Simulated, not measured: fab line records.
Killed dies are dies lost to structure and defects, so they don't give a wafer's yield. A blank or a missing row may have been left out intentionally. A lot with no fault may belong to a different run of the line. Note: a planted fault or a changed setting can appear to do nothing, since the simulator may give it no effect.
fab line records :: flow n5-finfet
record
  lots=7
  wafers=39
route steps=1938 shown WELL_APT@32 DUMMY_GATE@237 SD_EPI_N@293 HKMG_FIN@402 GATE_CUT@469 MOL_CONTACT_COAG@581 BEOL_M4@1111
start-h: start of the lot's first displayed wafer, in hours after the record's first day :: wait-h: hours since the lot's step before :: " same as the row above :: L1.1+2: several wafers, shown together as one row :: - no value, or no start given :: * or withheld: withheld :: < > ~ a bound
route shown NAME@n: names a module that has steps shown in the file, with the first one's number in the route :: usual: mean/standard deviation of fault-free wafers :: same: alike in all rows :: chamber/n: place in a boat :: sites: readings site by site :: _std_site: their standard deviation :: _edge_site: outer sites' mean less inner sites' :: radius-mm: how far each site lies from the wafer's centre :: mask NAME#n: copy n :: behind: the tool/chamber that last shaped the wafer :: hold: cause of the lot's hold/its duration in hours/its outcome :: device: whichever transistor did not switch (one of n, p or np) :: end of line: tests run on the same wafers once the route is complete :: step lacking rows: just its recipe :: killed: at the first sort, the dies lost to defects and structure; wafer yield is something else :: map: per-die view of a wafer (x killed, . not killed, _ where there is no die)
set.NAME: the setting the step ran with; set.NAME@STEP: the setting that earlier step ran with :: model.NAME: the simulator's own value behind a step, which no gauge read
lots with deliberately changed settings; one table per step, one row per wafer
## steps
# step N5_WELL_APT_IMPLANT_14
# recipe
  species=P
  energy-kev=160
  dose-cm2=1.5e+13
  tilt-deg=0
  rotation-deg=0
# step N5_DUMMY_GATE_ETCH_37
# recipe
  chemistry=N2/H2
  target=SOC
  target-depth-a=600
  overetch-a=300
  temp-c=40
  ion-energy-ev=200
  pressure-mtorr=30
  source-w=840
  bias-w=150
  n2-flow-sccm=200
  h2-flow-sccm=200
# step N5_SD_EPI_N_LINER_46
# recipe
  material=SiNx
  target-thk-a=30
  temp-c=400
  ald-precursor-family=SiH2I2
  ald-co-reactant=N2/H2-plasma
  pressure-torr=2
# step N5_HKMG_FIN_ETCH_54
# recipe
  chemistry=CF4
  target=SiARC
  target-depth-a=455
  mask-material=CAR-ArF
  time-s=75.8
  ion-energy-ev=80
  pressure-mtorr=40
  source-w=545
  bias-w=36
  Ar_flow_sccm=100
  cf4-flow-sccm=100
  ends=cleared
# step N5_GATE_CUT_ETCH_58
# recipe
  chemistry=CH3F/O2
  target=SiNx
  target-depth-a=170
  time-s=128.6
  ion-energy-ev=50
  pressure-mtorr=30
  source-w=415
  bias-w=21
  Ar_flow_sccm=150
  CH3F_flow_sccm=30
  O2_flow_sccm=20
# step N5_MOL_CONTACT_COAG_ETCH_91
# recipe
  chemistry=N2/H2
  target=SOC
  target-depth-a=600
  overetch-a=210
  mask-material=SiARC
  temp-c=40
  time-s=101.2
  ion-energy-ev=200
  pressure-mtorr=30
  source-w=840
  bias-w=150
  n2-flow-sccm=200
  h2-flow-sccm=200
# step N5_MOL_CONTACT_COAG_VIA_ETCH_46
# recipe
  chemistry=C4F6/O2
  target-depth-a=460
  overetch-a=92
  mask-material=SOC
  target=SiO2
  bias-w=455
  pressure-mtorr=10
  time-s=40
  source-w=325
  Ar_flow_sccm=300
  C4F6_flow_sccm=10
  O2_flow_sccm=10
  ion-energy-ev=575.3
  ends=end-point
# step N5_BEOL_M4_RC_MEAS_101
# usual
  RS_NWELL=1036/7
lot.wafer: L081.2
tool: prober-02
chamber: 0
start-h: 266.04
wait-h: 0.3
set.dose-cm2@WELL_APT_IMPLANT_14: 1.5e+13
set.source-w@DUMMY_GATE_ETCH_37: 840
set.target-thk-a@SD_EPI_N_LINER_46: 30
set.source-w@HKMG_FIN_ETCH_54: 545
set.bias-w@GATE_CUT_ETCH_58: 21
set.source-w@MOL_CONTACT_COAG_ETCH_91: 840
set.target-depth-a@MOL_CONTACT_COAG_VIA_ETCH_46: 460
RS_NWELL[ohm/sq]: 1034

lot.wafer: L081.3
tool: prober-02
chamber: 0
start-h: 266.04
wait-h: 0.3
set.dose-cm2@WELL_APT_IMPLANT_14: 1.5e+13
set.source-w@DUMMY_GATE_ETCH_37: 840
set.target-thk-a@SD_EPI_N_LINER_46: 30
set.source-w@HKMG_FIN_ETCH_54: 545
set.bias-w@GATE_CUT_ETCH_58: 21
set.source-w@MOL_CONTACT_COAG_ETCH_91: 840
set.target-depth-a@MOL_CONTACT_COAG_VIA_ETCH_46: 460
RS_NWELL[ohm/sq]: 1040

lot.wafer: L081.4
tool: prober-02
chamber: 0
start-h: 266.04
wait-h: 0.3
set.dose-cm2@WELL_APT_IMPLANT_14: 1.5e+13
set.source-w@DUMMY_GATE_ETCH_37: 840
set.target-thk-a@SD_EPI_N_LINER_46: 30
set.source-w@HKMG_FIN_ETCH_54: 545
set.bias-w@GATE_CUT_ETCH_58: 21
set.source-w@MOL_CONTACT_COAG_ETCH_91: 840
set.target-depth-a@MOL_CONTACT_COAG_VIA_ETCH_46: 460
RS_NWELL[ohm/sq]: 1036

lot.wafer: L078.1
tool: prober-02
chamber: 0
start-h: 282.31
wait-h: 0.0
set.dose-cm2@WELL_APT_IMPLANT_14: 1.5e+13
set.source-w@DUMMY_GATE_ETCH_37: 901.6
set.target-thk-a@SD_EPI_N_LINER_46: 32.57
set.source-w@HKMG_FIN_ETCH_54: 545
set.bias-w@GATE_CUT_ETCH_58: 21
set.source-w@MOL_CONTACT_COAG_ETCH_91: 840
set.target-depth-a@MOL_CONTACT_COAG_VIA_ETCH_46: 460
RS_NWELL[ohm/sq]: 1039

lot.wafer: L078.2
tool: prober-02
chamber: 0
start-h: 282.31
wait-h: 0.0
set.dose-cm2@WELL_APT_IMPLANT_14: 1.5e+13
set.source-w@DUMMY_GATE_ETCH_37: 840
set.target-thk-a@SD_EPI_N_LINER_46: 30
set.source-w@HKMG_FIN_ETCH_54: 545
set.bias-w@GATE_CUT_ETCH_58: 21
set.source-w@MOL_CONTACT_COAG_ETCH_91: 979.9
set.target-depth-a@MOL_CONTACT_COAG_VIA_ETCH_46: 480
RS_NWELL[ohm/sq]: 1034

lot.wafer: L078.3
tool: prober-02
chamber: 0
start-h: 282.31
wait-h: 0.0
set.dose-cm2@WELL_APT_IMPLANT_14: 1.5e+13
set.source-w@DUMMY_GATE_ETCH_37: 901.6
set.target-thk-a@SD_EPI_N_LINER_46: 32.57
set.source-w@HKMG_FIN_ETCH_54: 545
set.bias-w@GATE_CUT_ETCH_58: 25.02
set.source-w@MOL_CONTACT_COAG_ETCH_91: 979.9
set.target-depth-a@MOL_CONTACT_COAG_VIA_ETCH_46: 460
RS_NWELL[ohm/sq]: 1045

lot.wafer: L078.4
tool: prober-02
chamber: 0
start-h: 282.31
wait-h: 0.0
set.dose-cm2@WELL_APT_IMPLANT_14: 1.5e+13
set.source-w@DUMMY_GATE_ETCH_37: 901.6
set.target-thk-a@SD_EPI_N_LINER_46: 30
set.source-w@HKMG_FIN_ETCH_54: 545
set.bias-w@GATE_CUT_ETCH_58: 25.02
set.source-w@MOL_CONTACT_COAG_ETCH_91: 979.9
set.target-depth-a@MOL_CONTACT_COAG_VIA_ETCH_46: 480
RS_NWELL[ohm/sq]: 1039

lot.wafer: L078.5
tool: prober-02
chamber: 0
start-h: 282.31
wait-h: 0.0
set.dose-cm2@WELL_APT_IMPLANT_14: 1.5e+13
set.source-w@DUMMY_GATE_ETCH_37: 840
set.target-thk-a@SD_EPI_N_LINER_46: 32.57
set.source-w@HKMG_FIN_ETCH_54: 545
set.bias-w@GATE_CUT_ETCH_58: 21
set.source-w@MOL_CONTACT_COAG_ETCH_91: 840
set.target-depth-a@MOL_CONTACT_COAG_VIA_ETCH_46: 480
RS_NWELL[ohm/sq]: 1043

lot.wafer: L078.6
tool: prober-02
chamber: 0
start-h: 282.31
wait-h: 0.0
set.dose-cm2@WELL_APT_IMPLANT_14: 1.5e+13
set.source-w@DUMMY_GATE_ETCH_37: 840
set.target-thk-a@SD_EPI_N_LINER_46: 30
set.source-w@HKMG_FIN_ETCH_54: 545
set.bias-w@GATE_CUT_ETCH_58: 25.02
set.source-w@MOL_CONTACT_COAG_ETCH_91: 840
set.target-depth-a@MOL_CONTACT_COAG_VIA_ETCH_46: 460
RS_NWELL[ohm/sq]: 1047

lot.wafer: L083.1
tool: prober-01
chamber: 0
start-h: 283.30
wait-h: 0.0
set.dose-cm2@WELL_APT_IMPLANT_14: 1.423e+13
set.source-w@DUMMY_GATE_ETCH_37: 840
set.target-thk-a@SD_EPI_N_LINER_46: 30
set.source-w@HKMG_FIN_ETCH_54: 545
set.bias-w@GATE_CUT_ETCH_58: 23.96
set.source-w@MOL_CONTACT_COAG_ETCH_91: 840
set.target-depth-a@MOL_CONTACT_COAG_VIA_ETCH_46: 491.8
RS_NWELL[ohm/sq]: 1074

lot.wafer: L083.2
tool: prober-01
chamber: 0
start-h: 283.30
wait-h: 0.0
set.dose-cm2@WELL_APT_IMPLANT_14: 1.5e+13
set.source-w@DUMMY_GATE_ETCH_37: 941.3
set.target-thk-a@SD_EPI_N_LINER_46: 30
set.source-w@HKMG_FIN_ETCH_54: 587.3
set.bias-w@GATE_CUT_ETCH_58: 23.96
set.source-w@MOL_CONTACT_COAG_ETCH_91: 748.5
set.target-depth-a@MOL_CONTACT_COAG_VIA_ETCH_46: 460
RS_NWELL[ohm/sq]: 1043

lot.wafer: L083.3
tool: prober-01
chamber: 0
start-h: 283.30
wait-h: 0.0
set.dose-cm2@WELL_APT_IMPLANT_14: 1.423e+13
set.source-w@DUMMY_GATE_ETCH_37: 840
set.target-thk-a@SD_EPI_N_LINER_46: 30
set.source-w@HKMG_FIN_ETCH_54: 545
set.bias-w@GATE_CUT_ETCH_58: 23.96
set.source-w@MOL_CONTACT_COAG_ETCH_91: 748.5
set.target-depth-a@MOL_CONTACT_COAG_VIA_ETCH_46: 460
RS_NWELL[ohm/sq]: 1070

lot.wafer: L083.4
tool: prober-01
chamber: 0
start-h: 283.30
wait-h: 0.0
set.dose-cm2@WELL_APT_IMPLANT_14: 1.5e+13
set.source-w@DUMMY_GATE_ETCH_37: 840
set.target-thk-a@SD_EPI_N_LINER_46: 30
set.source-w@HKMG_FIN_ETCH_54: 587.3
set.bias-w@GATE_CUT_ETCH_58: 21
set.source-w@MOL_CONTACT_COAG_ETCH_91: 748.5
set.target-depth-a@MOL_CONTACT_COAG_VIA_ETCH_46: 491.8
RS_NWELL[ohm/sq]: 1041

lot.wafer: L083.5
tool: prober-01
chamber: 0
start-h: 283.30
wait-h: 0.0
set.dose-cm2@WELL_APT_IMPLANT_14: 1.423e+13
set.source-w@DUMMY_GATE_ETCH_37: 941.3
set.target-thk-a@SD_EPI_N_LINER_46: 30
set.source-w@HKMG_FIN_ETCH_54: 587.3
set.bias-w@GATE_CUT_ETCH_58: 21
set.source-w@MOL_CONTACT_COAG_ETCH_91: 840
set.target-depth-a@MOL_CONTACT_COAG_VIA_ETCH_46: 491.8
RS_NWELL[ohm/sq]: 1069

lot.wafer: L083.6
tool: prober-01
chamber: 0
start-h: 283.30
wait-h: 0.0
set.dose-cm2@WELL_APT_IMPLANT_14: 1.5e+13
set.source-w@DUMMY_GATE_ETCH_37: 941.3
set.target-thk-a@SD_EPI_N_LINER_46: 30
set.source-w@HKMG_FIN_ETCH_54: 545
set.bias-w@GATE_CUT_ETCH_58: 21
set.source-w@MOL_CONTACT_COAG_ETCH_91: 840
set.target-depth-a@MOL_CONTACT_COAG_VIA_ETCH_46: 460
RS_NWELL[ohm/sq]: 1037

lot.wafer: L082.1
tool: prober-02
chamber: 0
start-h: 285.00
wait-h: 0.0
set.dose-cm2@WELL_APT_IMPLANT_14: 1.673e+13
set.source-w@DUMMY_GATE_ETCH_37: 840
set.target-thk-a@SD_EPI_N_LINER_46: 34.08
set.source-w@HKMG_FIN_ETCH_54: 545
set.bias-w@GATE_CUT_ETCH_58: 21
set.source-w@MOL_CONTACT_COAG_ETCH_91: 840
set.target-depth-a@MOL_CONTACT_COAG_VIA_ETCH_46: 460
RS_NWELL[ohm/sq]: 961

lot.wafer: L082.2
tool: prober-02
chamber: 0
start-h: 285.00
wait-h: 0.0
set.dose-cm2@WELL_APT_IMPLANT_14: 1.5e+13
set.source-w@DUMMY_GATE_ETCH_37: 840
set.target-thk-a@SD_EPI_N_LINER_46: 34.08
set.source-w@HKMG_FIN_ETCH_54: 545
set.bias-w@GATE_CUT_ETCH_58: 21
set.source-w@MOL_CONTACT_COAG_ETCH_91: 898
set.target-depth-a@MOL_CONTACT_COAG_VIA_ETCH_46: 422.7
RS_NWELL[ohm/sq]: 1027

lot.wafer: L082.3
tool: prober-02
chamber: 0
start-h: 285.00
wait-h: 0.0
set.dose-cm2@WELL_APT_IMPLANT_14: 1.5e+13
set.source-w@DUMMY_GATE_ETCH_37: 840
set.target-thk-a@SD_EPI_N_LINER_46: 30
set.source-w@HKMG_FIN_ETCH_54: 545
set.bias-w@GATE_CUT_ETCH_58: 21
set.source-w@MOL_CONTACT_COAG_ETCH_91: 840
set.target-depth-a@MOL_CONTACT_COAG_VIA_ETCH_46: 460
RS_NWELL[ohm/sq]: 1025

lot.wafer: L082.4
tool: prober-02
chamber: 0
start-h: 285.00
wait-h: 0.0
set.dose-cm2@WELL_APT_IMPLANT_14: 1.673e+13
set.source-w@DUMMY_GATE_ETCH_37: 840
set.target-thk-a@SD_EPI_N_LINER_46: 30
set.source-w@HKMG_FIN_ETCH_54: 460.5
set.bias-w@GATE_CUT_ETCH_58: 21
set.source-w@MOL_CONTACT_COAG_ETCH_91: 898
set.target-depth-a@MOL_CONTACT_COAG_VIA_ETCH_46: 422.7
RS_NWELL[ohm/sq]: 968

lot.wafer: L082.5
tool: prober-02
chamber: 0
start-h: 285.00
wait-h: 0.0
set.dose-cm2@WELL_APT_IMPLANT_14: 1.5e+13
set.source-w@DUMMY_GATE_ETCH_37: 840
set.target-thk-a@SD_EPI_N_LINER_46: 34.08
set.source-w@HKMG_FIN_ETCH_54: 460.5
set.bias-w@GATE_CUT_ETCH_58: 21
set.source-w@MOL_CONTACT_COAG_ETCH_91: 898
set.target-depth-a@MOL_CONTACT_COAG_VIA_ETCH_46: 460
RS_NWELL[ohm/sq]: 1019

lot.wafer: L082.6
tool: prober-02
chamber: 0
start-h: 285.00
wait-h: 0.0
set.dose-cm2@WELL_APT_IMPLANT_14: 1.673e+13
set.source-w@DUMMY_GATE_ETCH_37: 840
set.target-thk-a@SD_EPI_N_LINER_46: 30
set.source-w@HKMG_FIN_ETCH_54: 460.5
set.bias-w@GATE_CUT_ETCH_58: 21
set.source-w@MOL_CONTACT_COAG_ETCH_91: 840
set.target-depth-a@MOL_CONTACT_COAG_VIA_ETCH_46: 422.7
RS_NWELL[ohm/sq]: 963

lot.wafer: L094.1
tool: prober-02
chamber: 0
start-h: 351.06
wait-h: 0.0
set.dose-cm2@WELL_APT_IMPLANT_14: 1.5e+13
set.source-w@DUMMY_GATE_ETCH_37: 840
set.target-thk-a@SD_EPI_N_LINER_46: 30
set.source-w@HKMG_FIN_ETCH_54: 630.6
set.bias-w@GATE_CUT_ETCH_58: 21
set.source-w@MOL_CONTACT_COAG_ETCH_91: 840
set.target-depth-a@MOL_CONTACT_COAG_VIA_ETCH_46: 460
RS_NWELL[ohm/sq]: 1033

lot.wafer: L094.2
tool: prober-02
chamber: 0
start-h: 351.06
wait-h: 0.0
set.dose-cm2@WELL_APT_IMPLANT_14: 1.314e+13
set.source-w@DUMMY_GATE_ETCH_37: 840
set.target-thk-a@SD_EPI_N_LINER_46: 31.6
set.source-w@HKMG_FIN_ETCH_54: 545
set.bias-w@GATE_CUT_ETCH_58: 21
set.source-w@MOL_CONTACT_COAG_ETCH_91: 840
set.target-depth-a@MOL_CONTACT_COAG_VIA_ETCH_46: 460
RS_NWELL[ohm/sq]: 1102

lot.wafer: L094.3
tool: prober-02
chamber: 0
start-h: 351.06
wait-h: 0.0
set.dose-cm2@WELL_APT_IMPLANT_14: 1.5e+13
set.source-w@DUMMY_GATE_ETCH_37: 840
set.target-thk-a@SD_EPI_N_LINER_46: 30
set.source-w@HKMG_FIN_ETCH_54: 630.6
set.bias-w@GATE_CUT_ETCH_58: 17.36
set.source-w@MOL_CONTACT_COAG_ETCH_91: 840
set.target-depth-a@MOL_CONTACT_COAG_VIA_ETCH_46: 480.8
RS_NWELL[ohm/sq]: 1037

lot.wafer: L094.4
tool: prober-02
chamber: 0
start-h: 351.06
wait-h: 0.0
set.dose-cm2@WELL_APT_IMPLANT_14: 1.5e+13
set.source-w@DUMMY_GATE_ETCH_37: 840
set.target-thk-a@SD_EPI_N_LINER_46: 31.6
set.source-w@HKMG_FIN_ETCH_54: 545
set.bias-w@GATE_CUT_ETCH_58: 17.36
set.source-w@MOL_CONTACT_COAG_ETCH_91: 840
set.target-depth-a@MOL_CONTACT_COAG_VIA_ETCH_46: 480.8
RS_NWELL[ohm/sq]: 1030

lot.wafer: L094.5
tool: prober-02
chamber: 0
start-h: 351.06
wait-h: 0.0
set.dose-cm2@WELL_APT_IMPLANT_14: 1.314e+13
set.source-w@DUMMY_GATE_ETCH_37: 840
set.target-thk-a@SD_EPI_N_LINER_46: 31.6
set.source-w@HKMG_FIN_ETCH_54: 630.6
set.bias-w@GATE_CUT_ETCH_58: 21
set.source-w@MOL_CONTACT_COAG_ETCH_91: 840
set.target-depth-a@MOL_CONTACT_COAG_VIA_ETCH_46: 480.8
RS_NWELL[ohm/sq]: 1104

lot.wafer: L094.6
tool: prober-02
chamber: 0
start-h: 351.06
wait-h: 0.0
set.dose-cm2@WELL_APT_IMPLANT_14: 1.314e+13
set.source-w@DUMMY_GATE_ETCH_37: 840
set.target-thk-a@SD_EPI_N_LINER_46: 30
set.source-w@HKMG_FIN_ETCH_54: 545
set.bias-w@GATE_CUT_ETCH_58: 17.36
set.source-w@MOL_CONTACT_COAG_ETCH_91: 840
set.target-depth-a@MOL_CONTACT_COAG_VIA_ETCH_46: 460
RS_NWELL[ohm/sq]: 1116

lot.wafer: L092.1
tool: prober-01
chamber: 0
start-h: 351.78
wait-h: 0.7
set.dose-cm2@WELL_APT_IMPLANT_14: 1.74e+13
set.source-w@DUMMY_GATE_ETCH_37: 930.4
set.target-thk-a@SD_EPI_N_LINER_46: 30
set.source-w@HKMG_FIN_ETCH_54: 545
set.bias-w@GATE_CUT_ETCH_58: 21
set.source-w@MOL_CONTACT_COAG_ETCH_91: 840
set.target-depth-a@MOL_CONTACT_COAG_VIA_ETCH_46: 460
RS_NWELL[ohm/sq]: 953

lot.wafer: L092.2
tool: prober-01
chamber: 0
start-h: 351.78
wait-h: 0.7
set.dose-cm2@WELL_APT_IMPLANT_14: 1.5e+13
set.source-w@DUMMY_GATE_ETCH_37: 840
set.target-thk-a@SD_EPI_N_LINER_46: 34.55
set.source-w@HKMG_FIN_ETCH_54: 545
set.bias-w@GATE_CUT_ETCH_58: 21
set.source-w@MOL_CONTACT_COAG_ETCH_91: 701.7
set.target-depth-a@MOL_CONTACT_COAG_VIA_ETCH_46: 460
RS_NWELL[ohm/sq]: 1034

lot.wafer: L092.3
tool: prober-01
chamber: 0
start-h: 351.78
wait-h: 0.7
set.dose-cm2@WELL_APT_IMPLANT_14: 1.5e+13
set.source-w@DUMMY_GATE_ETCH_37: 840
set.target-thk-a@SD_EPI_N_LINER_46: 30
set.source-w@HKMG_FIN_ETCH_54: 545
set.bias-w@GATE_CUT_ETCH_58: 17
set.source-w@MOL_CONTACT_COAG_ETCH_91: 840
set.target-depth-a@MOL_CONTACT_COAG_VIA_ETCH_46: 460
RS_NWELL[ohm/sq]: 1032

lot.wafer: L092.4
tool: prober-01
chamber: 0
start-h: 351.78
wait-h: 0.7
set.dose-cm2@WELL_APT_IMPLANT_14: 1.74e+13
set.source-w@DUMMY_GATE_ETCH_37: 840
set.target-thk-a@SD_EPI_N_LINER_46: 34.55
set.source-w@HKMG_FIN_ETCH_54: 545
set.bias-w@GATE_CUT_ETCH_58: 17
set.source-w@MOL_CONTACT_COAG_ETCH_91: 840
set.target-depth-a@MOL_CONTACT_COAG_VIA_ETCH_46: 460
RS_NWELL[ohm/sq]: 955

lot.wafer: L092.5
tool: prober-01
chamber: 0
start-h: 351.78
wait-h: 0.7
set.dose-cm2@WELL_APT_IMPLANT_14: 1.74e+13
set.source-w@DUMMY_GATE_ETCH_37: 930.4
set.target-thk-a@SD_EPI_N_LINER_46: 34.55
set.source-w@HKMG_FIN_ETCH_54: 545
set.bias-w@GATE_CUT_ETCH_58: 21
set.source-w@MOL_CONTACT_COAG_ETCH_91: 701.7
set.target-depth-a@MOL_CONTACT_COAG_VIA_ETCH_46: 460
RS_NWELL[ohm/sq]: 955

lot.wafer: L092.6
tool: prober-01
chamber: 0
start-h: 351.78
wait-h: 0.7
set.dose-cm2@WELL_APT_IMPLANT_14: 1.5e+13
set.source-w@DUMMY_GATE_ETCH_37: 930.4
set.target-thk-a@SD_EPI_N_LINER_46: 30
set.source-w@HKMG_FIN_ETCH_54: 545
set.bias-w@GATE_CUT_ETCH_58: 17
set.source-w@MOL_CONTACT_COAG_ETCH_91: 701.7
set.target-depth-a@MOL_CONTACT_COAG_VIA_ETCH_46: 460
RS_NWELL[ohm/sq]: 1039

lot.wafer: L097.1
tool: prober-02
chamber: 0
start-h: 375.35
wait-h: 0.0
set.dose-cm2@WELL_APT_IMPLANT_14: 1.5e+13
set.source-w@DUMMY_GATE_ETCH_37: 840
set.target-thk-a@SD_EPI_N_LINER_46: 32.81
set.source-w@HKMG_FIN_ETCH_54: 545
set.bias-w@GATE_CUT_ETCH_58: 21
set.source-w@MOL_CONTACT_COAG_ETCH_91: 840
set.target-depth-a@MOL_CONTACT_COAG_VIA_ETCH_46: 460
RS_NWELL[ohm/sq]: 1033

lot.wafer: L097.2
tool: prober-02
chamber: 0
start-h: 375.35
wait-h: 0.0
set.dose-cm2@WELL_APT_IMPLANT_14: 1.677e+13
set.source-w@DUMMY_GATE_ETCH_37: 785.7
set.target-thk-a@SD_EPI_N_LINER_46: 30
set.source-w@HKMG_FIN_ETCH_54: 545
set.bias-w@GATE_CUT_ETCH_58: 21
set.source-w@MOL_CONTACT_COAG_ETCH_91: 840
set.target-depth-a@MOL_CONTACT_COAG_VIA_ETCH_46: 440.7
RS_NWELL[ohm/sq]: 974

lot.wafer: L097.3
tool: prober-02
chamber: 0
start-h: 375.35
wait-h: 0.0
set.dose-cm2@WELL_APT_IMPLANT_14: 1.677e+13
set.source-w@DUMMY_GATE_ETCH_37: 785.7
set.target-thk-a@SD_EPI_N_LINER_46: 32.81
set.source-w@HKMG_FIN_ETCH_54: 545
set.bias-w@GATE_CUT_ETCH_58: 24.21
set.source-w@MOL_CONTACT_COAG_ETCH_91: 840
set.target-depth-a@MOL_CONTACT_COAG_VIA_ETCH_46: 460
RS_NWELL[ohm/sq]: 975

lot.wafer: L097.4
tool: prober-02
chamber: 0
start-h: 375.35
wait-h: 0.0
set.dose-cm2@WELL_APT_IMPLANT_14: 1.5e+13
set.source-w@DUMMY_GATE_ETCH_37: 785.7
set.target-thk-a@SD_EPI_N_LINER_46: 30
set.source-w@HKMG_FIN_ETCH_54: 545
set.bias-w@GATE_CUT_ETCH_58: 24.21
set.source-w@MOL_CONTACT_COAG_ETCH_91: 840
set.target-depth-a@MOL_CONTACT_COAG_VIA_ETCH_46: 440.7
RS_NWELL[ohm/sq]: 1032

lot.wafer: L097.5
tool: prober-02
chamber: 0
start-h: 375.35
wait-h: 0.0
set.dose-cm2@WELL_APT_IMPLANT_14: 1.677e+13
set.source-w@DUMMY_GATE_ETCH_37: 840
set.target-thk-a@SD_EPI_N_LINER_46: 32.81
set.source-w@HKMG_FIN_ETCH_54: 545
set.bias-w@GATE_CUT_ETCH_58: 21
set.source-w@MOL_CONTACT_COAG_ETCH_91: 840
set.target-depth-a@MOL_CONTACT_COAG_VIA_ETCH_46: 440.7
RS_NWELL[ohm/sq]: 963

lot.wafer: L097.6
tool: prober-02
chamber: 0
start-h: 375.35
wait-h: 0.0
set.dose-cm2@WELL_APT_IMPLANT_14: 1.5e+13
set.source-w@DUMMY_GATE_ETCH_37: 840
set.target-thk-a@SD_EPI_N_LINER_46: 30
set.source-w@HKMG_FIN_ETCH_54: 545
set.bias-w@GATE_CUT_ETCH_58: 24.21
set.source-w@MOL_CONTACT_COAG_ETCH_91: 840
set.target-depth-a@MOL_CONTACT_COAG_VIA_ETCH_46: 460
RS_NWELL[ohm/sq]: 1033
## key
split
  step=N5_WELL_APT_IMPLANT_14
  setting=dose-cm2
  stated-as=1.5e+13
response
  step=N5_BEOL_M4_RC_MEAS_101
  reading=RS_NWELL
  slope=-5.33
  per=1%
  together-with=all
  explained=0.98
split
  step=N5_DUMMY_GATE_ETCH_37
  setting=source-w
  stated-as=840
response none clear
split
  step=N5_SD_EPI_N_LINER_46
  setting=target-thk-a
  stated-as=30
response none clear
split
  step=N5_HKMG_FIN_ETCH_54
  setting=source-w
  stated-as=545
response none clear
split
  step=N5_GATE_CUT_ETCH_58
  setting=bias-w
  stated-as=21
response none clear
split
  step=N5_MOL_CONTACT_COAG_ETCH_91
  setting=source-w
  stated-as=840
response none clear
split
  step=N5_MOL_CONTACT_COAG_VIA_ETCH_46
  setting=target-depth-a
  stated-as=460
response none clear
